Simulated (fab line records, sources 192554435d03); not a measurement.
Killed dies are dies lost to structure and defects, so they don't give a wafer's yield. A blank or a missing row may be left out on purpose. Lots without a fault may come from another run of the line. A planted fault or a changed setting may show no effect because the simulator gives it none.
fab line records | flow n5_finfet
record lots=5 wafers=15 last_day=18
route steps=1938 shown BEOL_M6@1245 BEOL_M7@1263 PASSIVATION@1936
lots that met no fault: from a run of the same line without faults
start_h: hours from the record's first day to the start of the lot's first wafer shown | wait_h: hours since the lot's step before | " the same as in the row above | L1.1+2: a row that stands for several wafers | - no value, or no start given | * or withheld: withheld | < > ~ a bound
route shown NAME@n: a module of which the file shows steps, and the number in the route of the first | usual: mean/standard deviation of fault-free wafers | same: alike in all rows | chamber/n: place in a boat | sites: the reading at each site | _std_site: their standard deviation | _edge_site: outer sites' mean less inner sites' | radius_mm: how far each site lies from the wafer's centre | mask NAME#n: copy n | behind: the tool/chamber that last shaped the wafer | hold: why the lot was held/for how many hours/how that ended | device: the transistor (n, p or np) that didn't switch | end of line: the same wafers' tests at the end of the route | a step without rows: its recipe alone | killed: dies lost to structure and defects at the first sort, not the wafer's yield | map: a wafer's dies, x killed, . not, _ none there
set.NAME: the setting as run; set.NAME@STEP: as run at that earlier step | model.NAME: the simulator's own value behind a step, which no gauge read
lots at some steps of the route; a table a step, a row a wafer
services: from which hour (start_h, from the record's first day; less than 0 if before it) a tool's chamber was out of use, for how many hours, and why
## steps
# step N5_BEOL_M6_PRECLEAN_42
# recipe chemistry=residue_remover time_s=60 temp_c=40
# step N5_BEOL_M6_SRD_43
# recipe time_s=30 temp_c=23 rinse_liquid=diw dry=ipa_marangoni
# step N5_BEOL_M6_CD_MEAS_35
# recipe target_cd_nm=40 target_cd_y_nm=28 polarity=opening
# usual cd_nm=40.2/0.77
# columns lot.wafer tool chamber start_h wait_h cd_nm
L415.2 cd_sem-03 - 200.11 0.0 40.6
L415.4 " - " " 39.4
L415.6 " - " " 39.8
L416.1 cd_sem-02 - 201.94 0.0 41.6
L416.2 " - " " 41.0
L416.5 " - " " 42.0
L423.1 cd_sem-01 - 246.68 0.0 40.3
L423.3 " - " " 40.6
L423.5 " - " " 38.8
L434.1 cd_sem-02 - 308.49 0.0 40.7
L434.2 " - " " 39.4
L434.6 " - " " 41.0
L437.4 cd_sem-01 - 347.80 0.0 40.4
L437.5 " - " " 39.6
L437.6 " - " " 41.2
# step N5_BEOL_M6_CURE_75
# recipe temp_c=370 time_s=120 ambient=DMADMS/He material=SiCOH_lowk
# usual lamp_power_pct=52.31/0.051 wafer_temp_C_max=371.8/0.59
# columns lot.wafer tool chamber start_h wait_h lamp_power_pct wafer_temp_C_max
L415.2 uv_cure-01 1 200.20 0.1 52.33 372.2
L415.4 " 1 " " 52.29 371.1
L415.6 " 1 " " 52.23 372.3
L416.1 uv_cure-02 2 201.98 0.0 52.30 373.0
L416.2 " 2 " " 52.38 372.9
L416.5 " 2 " " 52.27 372.9
L423.1 uv_cure-01 1 246.72 0.0 52.31 371.0
L423.3 " 1 " " 52.39 371.9
L423.5 " 1 " " 52.34 371.2
L434.1 uv_cure-03 0 308.53 0.0 52.29 372.0
L434.2 " 0 " " 52.29 371.3
L434.6 " 0 " " 52.32 372.2
L437.4 uv_cure-03 2 347.99 0.2 52.29 370.9
L437.5 " 2 " " 52.34 371.4
L437.6 " 2 " " 52.30 371.2
# step N5_BEOL_M6_DEGAS_44
# recipe ambient=vacuum temp_c=250 time_s=60
# step N5_BEOL_M6_PRE_CLEAN_45
# recipe gas=H2/He time_s=30 temp_c=250
# step N5_BEOL_M6_ALD_77
# recipe material=TaN target_thk_a=20 temp_c=275 ald_precursor_family=PDMAT ald_co_reactant=NH3 pressure_torr=3 carrier_flow_sccm=1500 pulse_time_s=2 purge_time_s=3 co_reactant_purge_time_s=2 co_reactant_pulse_time_s=3 ald_cycles=40 precursor_vessel_temp_c=75 precursor_vessel_pressure_torr=26.25 precursor_vessel_carrier_sccm=1000
# step N5_BEOL_M6_SURFACE_TREAT_79
# recipe gas=Ar time_s=* ion_energy_ev=* ion_current_ma_cm2=0.5 pressure_mtorr=* ar_flow_sccm=30
# usual throttle_valve_pct=*
# columns lot.wafer tool chamber start_h wait_h throttle_valve_pct
L415.2 pvd_sputter-02 - 201.02 0.2 *
L415.4 " - " " *
L415.6 " - " " *
L416.1 pvd_sputter-03 - 203.18 0.2 *
L416.2 " - " " *
L416.5 " - " " *
L423.1 pvd_sputter-03 - 247.73 0.2 *
L423.3 " - " " *
L423.5 " - " " *
L434.1 pvd_sputter-03 - 309.59 0.2 *
L434.2 " - " " *
L434.6 " - " " *
L437.4 pvd_sputter-03 - 348.74 0.2 *
L437.5 " - " " *
L437.6 " - " " *
# step N5_BEOL_M6_CVD_78
# recipe material=Co target_thk_a=20 temp_c=withheld precursor=CCTBA/H2 pressure_torr=30 time_s=142.3
# step N5_BEOL_M6_SPUTTER_48
# recipe material=Cu target_thk_a=100 temp_c=-20 bias_v=60 power_w=26000 chamber_pressure_pa=0.13 time_s=1.667
# step N5_BEOL_M6_ECD_50
# recipe material=Cu target_thk_a=3000
# step N5_BEOL_M6_ANNEAL_51
# recipe temp_c=225 time_s=90 ambient=N2
# usual wafer_temp_C_max=225.82/0.24
# columns lot.wafer tool chamber start_h wait_h wafer_temp_C_max
L415.2 rtp_anneal-01 0 201.68 0.1 226.08
L415.4 " 0 " " 226.32
L415.6 " 0 " " 225.91
L416.1 rtp_anneal-02 0 203.68 0.2 225.57
L416.2 " 0 " " 225.96
L416.5 " 0 " " 225.86
L423.1 rtp_anneal-01 0 248.50 0.1 225.58
L423.3 " 0 " " 225.40
L423.5 " 0 " " 225.64
L434.1 rtp_anneal-01 0 310.12 0.2 226.35
L434.2 " 0 " " 226.38
L434.6 " 0 " " 226.27
L437.4 rtp_anneal-01 0 349.57 0.2 225.81
L437.5 " 0 " " 225.90
L437.6 " 0 " " 226.13
# step N5_BEOL_M6_CMP_52
# recipe stop_on=SiCOH_lowk t_overpolish_s=6.9 down_force_psi=1 platen_rpm=50 clearing_platen_down_force_psi=1.5 clearing_platen_rpm=50 post_cmp_clean=cu_alkaline target_thk_nm=80 clearing_platen_pad_velocity_m_s=0.99484 pad_velocity_m_s=0.99484
# usual barrier_field_endpoint_s=28.7/0.96 motor_current_A=6.0/0.61 overpolish_run_s=6.899/0.0087 time_to_endpoint_s=61/4.4
# columns lot.wafer tool chamber start_h wait_h barrier_field_endpoint_s motor_current_A overpolish_run_s time_to_endpoint_s
L415.2 cmp-01 3 202.00 0.3 28.3 5.7 6.917 61
L415.4 " 0 " " 28.8 5.4 6.890 63
L415.6 " 1 " " 28.9 7.4 6.883 61
L416.2 cmp-02 0 204.03 0.3 28.3 6.0 6.897 61
L416.1 " 2 " " 28.9 6.7 6.900 61
L416.5 " 0 " " 29.3 5.8 6.907 60
L423.1 cmp-01 2 248.79 0.3 28.9 6.3 6.898 63
L423.3 " 1 " " 28.7 7.4 6.903 66
L423.5 " 2 " " 29.0 6.2 6.910 60
L434.1 cmp-03 0 310.44 0.3 26.6 7.0 6.887 52
L434.2 " 2 " " 28.0 6.0 6.903 59
L434.6 " 1 " " 28.6 6.1 6.895 61
L437.4 cmp-02 0 349.82 0.2 29.7 5.6 6.894 63
L437.6 " 2 " " 28.3 6.6 6.877 62
L437.5 " 3 " " 29.8 5.5 6.894 64
# step N5_BEOL_M6_PRE_CLEAN_55
# recipe gas=NH3 time_s=15 temp_c=withheld rf_power_w=300
# step N5_BEOL_M6_DEP_56
# recipe material=SiCN target_thk_a=100 temp_c=withheld precursor=3MS/NH3 pressure_torr=3 rf_w=202 time_s=17.5
# usual showerhead_plenum_p_Torr=3.670/0.015 throttle_valve_pct=9.0/0.5
# columns lot.wafer tool chamber start_h wait_h showerhead_plenum_p_Torr throttle_valve_pct
L415.2 pecvd-03 1 202.28 0.0 3.644 9.3
L415.4 " 0 " " 3.640 9.1
L415.6 " 1 " " 3.647 9.4
L416.1 pecvd-04 1 204.35 0.0 3.665 8.5
L416.2 " 0 " " 3.648 8.6
L416.5 " 0 " " 3.636 8.5
L423.1 pecvd-02 2 249.15 0.0 3.669 9.0
L423.3 " 1 " " 3.691 9.8
L423.5 " 2 " " 3.675 8.9
L434.1 pecvd-02 2 310.79 0.0 3.672 9.0
L434.2 " 1 " " 3.681 9.7
L434.6 " 0 " " 3.676 9.1
L437.4 pecvd-02 1 350.12 0.0 3.687 10.0
L437.5 " 2 " " 3.671 9.0
L437.6 " 0 " " 3.665 9.1
# step N5_BEOL_M6_INSPECT_58
# recipe inspect_instrument=darkfield mode=post_dep
# usual raw_defect_count=74/22
# columns lot.wafer tool chamber start_h wait_h raw_defect_count
L415.2 defect_inspect-01 - 202.38 0.0 77
L415.4 " - " " 68
L415.6 " - " " 95
L416.1 defect_inspect-02 - 204.44 0.0 80
L416.2 " - " " 64
L416.5 " - " " 37
L423.1 defect_inspect-02 - 249.25 0.0 922
L423.3 " - " " 38
L423.5 " - " " 916
L434.1 defect_inspect-01 - 310.89 0.0 47
L434.2 " - " " 59
L434.6 " - " " 48
L437.4 defect_inspect-02 - 350.20 0.0 110
L437.5 " - " " 133
L437.6 " - " " 110
# step N5_BEOL_M7_ILD_DEP_00
# recipe material=SiCOH_lowk target_thk_a=1797.5 temp_c=300 precursor=DEMS/porogen pressure_torr=5 rf_w=500 time_s=33.4
# step N5_BEOL_M7_CURE_74
# recipe temp_c=385 time_s=240 ambient=He/Ar material=SiCOH_lowk
# step N5_BEOL_M7_THK_MEAS_01
# recipe reads=SiCOH_lowk_of_BEOL_M7_ILD_DEP_00
# usual M7_ILD_THK=154.2/2.4
# columns lot.wafer tool chamber start_h wait_h M7_ILD_THK[nm]
L415.2 film_metro-02 - 203.02 0.4 152.7
L415.4 " - " " 154.9
L415.6 " - " " 155.4
L416.1 film_metro-01 - 205.06 0.4 153.4
L416.2 " - " " 152.0
L416.5 " - " " 156.2
L423.1 film_metro-01 - 249.86 0.4 155.6
L423.3 " - " " 156.2
L423.5 " - " " 156.6
L434.1 film_metro-01 - 311.52 0.4 151.8
L434.2 " - " " 152.3
L434.6 " - " " 154.2
L437.4 film_metro-01 - 350.81 0.2 155.7
L437.5 " - " " 155.8
L437.6 " - " " 157.6
# step N5_BEOL_M7_PECVD_70
# recipe material=SiO2 target_thk_a=200 temp_c=400 precursor=TEOS/O2 pressure_torr=5.5 rf_w=450 teos_flow_sccm=53.8 gas=O2 flow_sccm=3000 time_s=22.7
# step N5_BEOL_M7_HM_DEP_02
# recipe material=TiN target_thk_a=200 temp_c=25 chamber_pressure_pa=0.49996
# usual substrate_temp_c=24.99/0.11 throttle_valve_pct=30.5/0.89
# columns lot.wafer tool chamber start_h wait_h substrate_temp_c throttle_valve_pct
L415.2 pvd_sputter-03 - 203.50 0.4 24.97 29.5
L415.4 " - " " 25.06 29.1
L415.6 " - " " 24.82 32.2
L416.1 pvd_sputter-02 - 208.43 3.3 25.07 30.2
L416.2 " - " " 25.06 30.6
L416.5 " - " " 24.91 30.5
L423.1 pvd_sputter-02 - 251.19 1.3 24.98 30.5
L423.3 " - " " 25.07 30.7
L423.5 " - " " 25.08 30.8
L434.1 pvd_sputter-02 - 313.41 1.8 25.04 29.7
L434.2 " - " " 24.96 30.8
L434.6 " - " " 24.90 30.3
L437.4 pvd_sputter-03 - 354.23 3.3 25.00 29.5
L437.5 " - " " 24.91 29.8
L437.6 " - " " 24.77 28.9
# step N5_BEOL_M7_COAT_59
# recipe resist=SOC temp_c=250 time_s=60 spin_rpm=1500 resist_thk_nm=100
# step N5_BEOL_M7_COAT_60
# recipe resist=SiARC temp_c=220 time_s=60 spin_rpm=1500 resist_thk_nm=35
# step N5_BEOL_M7_COAT_05
# recipe resist=CAR-ArF spin_rpm=1500 resist_thk_nm=90
# step N5_BEOL_M7_EBR_07
# recipe solvent=PGMEA ebr_width_mm=1.5
# step N5_BEOL_M7_SOFTBAKE_06
# recipe temp_c=110 time_s=60 resist=CAR-ArF
# step N5_BEOL_M7_EXPOSE_08
# recipe mask_id=M7 na=1.35 source_shape=dipole sigma_inner=0.817 sigma_outer=0.97 polarization=te dose_mj=68.25
# step N5_BEOL_M7_PEB_09
# recipe peb_temp_c=withheld peb_time_s=60 resist=CAR-ArF
# step N5_BEOL_M7_DEVELOP_10
# recipe develop_time_s=30 developer=TMAH resist=CAR-ArF rinse_liquid=diw dry=air_spin dev_temp_c=23
# step N5_BEOL_M7_CD_MEAS_11
# recipe target_cd_nm=38.5 landing_energy_ev=500 detector=se_inlens polarity=opening
# usual cd_nm=38.2/0.75
# columns lot.wafer tool chamber start_h wait_h cd_nm
L415.2 cd_sem-02 0 203.87 - 39.7
L415.4 " 0 " " 39.0
L415.6 " 0 " " 38.7
L416.1 cd_sem-01 0 208.93 - 37.6
L416.2 " 0 " " 37.7
L416.5 " 0 " " 37.2
L423.1 cd_sem-02 0 251.77 - 38.1
L423.3 " 0 " " 37.2
L423.5 " 0 " " 37.9
L434.1 cd_sem-02 0 313.91 - 37.8
L434.2 " 0 " " 38.5
L434.6 " 0 " " 37.7
L437.4 cd_sem-01 0 354.73 - 39.6
L437.5 " 0 " " 37.5
L437.6 " 0 " " 38.6
# step N5_BEOL_M7_OVL_MEAS_12
# recipe points_per_wafer=44
# usual M7_OVL=-0.2/0.76
# columns lot.wafer tool chamber start_h wait_h M7_OVL[nm]
L415.2 overlay-02 0 203.90 0.0 -1.1
L415.4 " 0 " " -0.2
L415.6 " 0 " " 0.0
L416.1 overlay-01 0 208.96 0.0 -0.2
L416.2 " 0 " " -0.1
L416.5 " 0 " " 0.7
L423.1 overlay-01 0 251.80 0.0 0.7
L423.3 " 0 " " -1.4
L423.5 " 0 " " 0.0
L434.1 overlay-01 0 313.94 0.0 -0.7
L434.2 " 0 " " 0.4
L434.6 " 0 " " -0.1
L437.4 overlay-02 0 354.76 0.0 -0.7
L437.5 " 0 " " -1.4
L437.6 " 0 " " 0.2
# step N5_BEOL_M7_INSPECT_13
# recipe mode=adi inspect_instrument=brightfield
# usual raw_defect_count=398/86
# columns lot.wafer tool chamber start_h wait_h raw_defect_count
L415.2 defect_inspect-02 - 203.93 0.0 422
L415.4 " - " " 381
L415.6 " - " " 477
L416.1 defect_inspect-01 - 208.99 0.0 288
L416.2 " - " " 358
L416.5 " - " " 345
L423.1 defect_inspect-02 - 251.82 0.0 1178
L423.3 " - " " 244
L423.5 " - " " 1181
L434.1 defect_inspect-02 - 313.96 0.0 344
L434.2 " - " " 386
L434.6 " - " " 492
L437.4 defect_inspect-01 - 354.78 0.0 616
L437.5 " - " " 462
L437.6 " - " " 407
# step N5_BEOL_M7_DESCUM_16
# recipe chemistry=O2 time_s=7.9 source_power_w=50 bias_power_w=20 pressure_mtorr=20 rf_frequency_hz=2.712e+07 temp_c=40 resist=CAR-ArF o2_flow_sccm=225
# step N5_PASSIVATION_PROBE_49
# usual defect_limited_yield=90.5/1.7 killed_at_M0_to_M3=37/12 killed_at_M4_up=14/5.2 killed_at_contacts=12/5.9 killed_at_front_end=45/14 killed_at_other=3.5/2.8 killed_dies=112/21 killed_on_rim=15/4.5 killed_open=73/15 killed_short=36/8.9 sort_bin_5_function=5.6/1.2 sort_bin_6_memory=3.5/0.68 sort_bin_8_speed=0.01/0.1 sort_n_pass=1068/21 sort_yield_pct=90.5/1.8
# same gross_dies=1180 killed_at_back_side=0 sort_bin_4_leakage[%]=0
# columns lot.wafer tool chamber start_h wait_h defect_limited_yield[%] killed_at_M0_to_M3 killed_at_M4_up killed_at_contacts killed_at_front_end killed_at_other killed_dies killed_on_rim killed_open killed_short sort_bin_5_function[%] sort_bin_6_memory[%] sort_bin_8_speed[%] sort_n_pass sort_yield_pct[%]
L416.1 prober-02 - 300.92 0.0 91.8 33 20 2 39 3 97 9 70 27 4.8 3.0 0 1083 91.8
L416.2 prober-02 - 300.97 0.1 88.1 47 20 5 65 3 140 20 92 47 6.6 4.9 0 1040 88.1
L416.5 prober-02 - 301.12 0.2 91.5 29 11 11 47 2 100 11 60 40 5.3 2.5 0 1080 91.5
L423.1 prober-02 - 332.72 0.0 44.6 16 611 0 25 2 654 92 25 24 34.2 18.4 0 526 44.6
L423.5 prober-02 - 332.92 0.2 45.3 33 586 7 18 2 646 88 37 35 36.8 14.5 0 534 45.3
L437.4 prober-01 - 436.54 0.2 90.8 41 17 19 30 1 108 16 69 31 4.7 3.6 0 1072 90.8
L437.5 prober-01 - 436.59 0.2 91.6 32 21 12 34 0 99 12 67 29 4.7 3.4 0 1081 91.6
L437.6 prober-01 - 436.64 0.3 90.1 52 18 21 26 0 117 20 79 34 5.7 3.7 0 1063 90.1
# killed by level:class
L416.1 BEOL_M3:geometric_particle:open=11 BEOL_M4:geometric_particle:open=11 FIN_SAQP:geometric_particle:open=10 BEOL_M2:geometric_particle:open=10 FIN_SAQP:geometric_particle:short=7 DUMMY_GATE:geometric_particle:open=6 GATE_CUT:geometric_particle:open=4 GATE_CUT:geometric_particle:short=4
L416.2 FIN_SAQP:geometric_particle:open=17 FIN_SAQP:geometric_particle:short=17 STI_FIN_REVEAL:geometric_particle:open=14 BEOL_M4:geometric_particle:open=12 BEOL_M0_SAQP:geometric_particle:open=10 BEOL_M0_SAQP:geometric_particle:short=10 BEOL_M2:geometric_particle:open=10 BEOL_M3:geometric_particle:open=10
L416.5 MOL_CONTACT_COAG:geometric_particle:open=11 FIN_SAQP:geometric_particle:short=9 STI_FIN_REVEAL:geometric_particle:open=8 GATE_CUT:geometric_particle:short=8 BEOL_M3:geometric_particle:open=7 FIN_SAQP:geometric_particle:open=6 BEOL_M0:geometric_particle:short=6 BEOL_M4:geometric_particle:open=6
L423.1 BEOL_M6:unspecified=605 FIN_SAQP:geometric_particle:short=8 BEOL_M0_SAQP:geometric_particle:short=5 BEOL_M2:geometric_particle:open=4 FIN_SAQP:geometric_particle:open=3 DUMMY_GATE:geometric_particle:open=3 GATE_CUT:geometric_particle:open=2 GATE_CUT:geometric_particle:short=2
L423.5 BEOL_M6:unspecified=570 BEOL_M0_SAQP:geometric_particle:short=9 BEOL_M0_SAQP:geometric_particle:open=8 BEOL_M2:geometric_particle:open=8 BEOL_M4:geometric_particle:short=6 FIN_SAQP:geometric_particle:short=4 MOL_CONTACT_COAG:geometric_particle:open=3 MOL_CONTACT_COAG:geometric_particle:short=3
L437.4 MOL_CONTACT_COAG:geometric_particle:open=15 BEOL_M0_SAQP:geometric_particle:open=14 BEOL_M0_SAQP:geometric_particle:short=9 BEOL_M1:geometric_particle:open=6 BEOL_M4:geometric_particle:open=5 DUMMY_GATE:geometric_particle:open=4 MOL_CONTACT_COAG:geometric_particle:short=4 BEOL_M2:geometric_particle:open=4
L437.5 BEOL_M0_SAQP:geometric_particle:short=15 MOL_CONTACT_COAG:geometric_particle:open=9 FIN_SAQP:geometric_particle:open=9 GATE_CUT:geometric_particle:open=8 BEOL_M4:geometric_particle:open=8 BEOL_M0_SAQP:geometric_particle:open=6 FIN_SAQP:geometric_particle:short=4 BEOL_M1:geometric_particle:open=4
L437.6 BEOL_M0_SAQP:geometric_particle:open=19 MOL_CONTACT_COAG:geometric_particle:open=17 BEOL_M0_SAQP:geometric_particle:short=13 BEOL_M4:geometric_particle:open=9 BEOL_M2:geometric_particle:open=8 STI_FIN_REVEAL:geometric_particle:open=7 FIN_SAQP:geometric_particle:open=5 STI_FIN_REVEAL:geometric_particle:short=4
# map L423.1 (x killed, . not)
_________________..xxxx.xxx..________________
______________xxx....x.xxxxxx..x_____________
___________.xxxxxxxxx..x.xxxxx..xxx__________
__________.xx..xx.xxxx..x..xxxx..x.._________
________...x..xx....xxxxx.xx...xx.xxx._______
_______xx..xx.x..x.xxxxx.....x..xx.xxxx______
______.xx...x....xxx.xxxxxxxxx...x.x.x.._____
_____x.xx.xxx.x..xx....xx.x..xx.x.....xx.____
____...x..xxxxx.xxx....xx.xx......x..x.xxx___
___x...xxx..x.x.x..xx.x.x..xxxxx.x.xxxx.xxx__
___..xx..x..x.x..x.xxxxx.xx...xxx..xxxxxxxx__
__xxxxxx..xxx...x....x.xxxxxx.....x.x.xxxxx._
__..xx.xx.xxx.x.x...x.xxx..xx.xx.xx.xxx.x.xx_
_x.x..x.xxxx.xx.x....xxxx.xxxxxx.x.xxxx.xxx.x
_.x.xxx.xx...xx.xxx...xxx..x.x.x.x.xx.x.xx...
_xx.x.....x.xx.x..xx.x.xx..x.xxx..x.xx.x.xx.x
_x....x..x..xxx.xxxxxxx.x...x..xxxxx.xxx..x.x
_xxxxxx.xxxxxxx..x...xxxx...x..xxx.x.x.xx.x.x
_xxxx....x...xx.x..x.x.xx.....xxx..x..x..x...
_x..xx...xxx.xxx.xxx..xxxxx.xx..x.xx.x.x..xxx
_.xxx..xxx.xxx..xxx.x.x.xxx...x.x.xx....x..xx
__xx.xx.x...xxxxxxxx..x.xx.xxx..x..x..xxx.xx_
__.x..xxxxxxx.xx.xxxx.x.xx.xxxx...xxxxx...x._
___.xxx..x.xxxxx..x.....x.x...x.x..xx..xx..__
___xxx.x.x..x.....x..x...xx.xx.x...x...x...__
____xx.x.......x....xxxxxx....xx..xx..xxxx___
_____.xxxxxxxx...x..xx.xx.xx.xx.x.x...x.x____
______x..xxx.xxx..xx.xxx.......xx..x.x.x_____
_______xx...x..x.x.x.x.xxx.xxx...xx.xx.______
________.xxx.xxx.xxx.x..x.xx..xx.xxxxx_______
__________.x.x..xx.xxxx..xx.x.x.xxxx_________
___________.xxxx.x.x.xx..x.x.x..x..__________
______________.xx.x.x.xx.x.xxxxx_____________
_________________.xxx.x.x....________________
# map L415.2 (x killed, . not)
_________________.xx.......x.________________
______________......x.........xx_____________
___________..x.x.x......x..........__________
__________.x...................x...._________
________.xx.........x..x........x....._______
_______x...............................______
______x............x....x.x....x......x._____
_____.......................x.....x....x.____
____.........x.................x..x.......___
___......x.....x.x........x................__
___..x....x...................x.......x..x.__
__x.....x.......x...............x....x....x._
__..x...........................x.x........._
_...........x..................xxx...........
_x.x....x........x.............x.............
_.....x............x.....x...................
_..x.........x.x..x..........................
_.........x..............x......xxx......x...
_x...x.x..............x........x....x........
_....................x......x....x...........
_.................xx..x..................x...
__..x..........x.................x.........._
__..x..................x...................._
___...xxx...x.....x.....x.x.......x........__
___....x..x.xx.x...........x.....xx........__
____....x.x.............................x.___
_____..x.........x.x....x.........x......____
______..................x.......x......._____
_______...xx......x...........x.x....x.______
________......x...x........x.....xxx.x_______
__________..x...x...x.........x....._________
___________.......x...x...........x__________
______________................x._____________
_________________.....x......________________
## services
# columns tool chamber start_h hours kind
uv_cure-03 - 178.85 7.5 pm
uv_cure-03 - 186.40 2.1 pm
cmp-03 - 200.72 4.6 pm
cmp-03 - 215.20 0.3 repair
pecvd-03 - 217.15 98.4 repair
cmp-03 - 218.81 6.2 pm
pecvd-02 - 240.78 1.8 repair
cmp-02 - 240.93 4.0 pm
pecvd-04 - 255.35 2.8 pm
cmp-03 - 265.13 2.8 repair
uv_cure-02 - 267.85 9.5 repair
cmp-03 - 276.80 1.5 repair
uv_cure-03 - 280.33 3.0 repair
pvd_sputter-02 - 288.91 7.9 repair
cmp-01 - 292.93 4.0 pm
uv_cure-01 - 298.16 1.0 pm
cmp-03 - 299.54 3.2 repair
pecvd-02 2 301.11 4.4 repair
pvd_sputter-02 - 303.50 6.2 repair
cmp-01 - 308.10 1.2 repair
pecvd-04 - 309.26 0.5 repair
pecvd-02 - 313.43 2.2 repair
pecvd-03 - 315.59 5.5 pm
cmp-03 - 317.38 4.6 repair
## key
first_sign step=N5_BEOL_M6_INSPECT_58 reading=raw_defect_count direction=up sigmas=39 usual=74 struck=919
effect step=N5_BEOL_M7_INSPECT_13 reading=raw_defect_count direction=up sigmas=9.1 usual=398 struck=1180
effect step=N5_PASSIVATION_PROBE_49 reading=killed_at_M4_up direction=up sigmas=99+ usual=14 struck=598
more_kills_born_at N5_BEOL_M6_CMP_52@cmp-01=1175
met_at N5_BEOL_M6_CMP_52
struck_wafers L423.1,L423.5
fault kind=chamber_particle_source tool=cmp-01 chamber=2 onset_h=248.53 steps=N5_BEOL_M6_CMP_52 rate_per_visit_cm2=1.3593 end_h=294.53
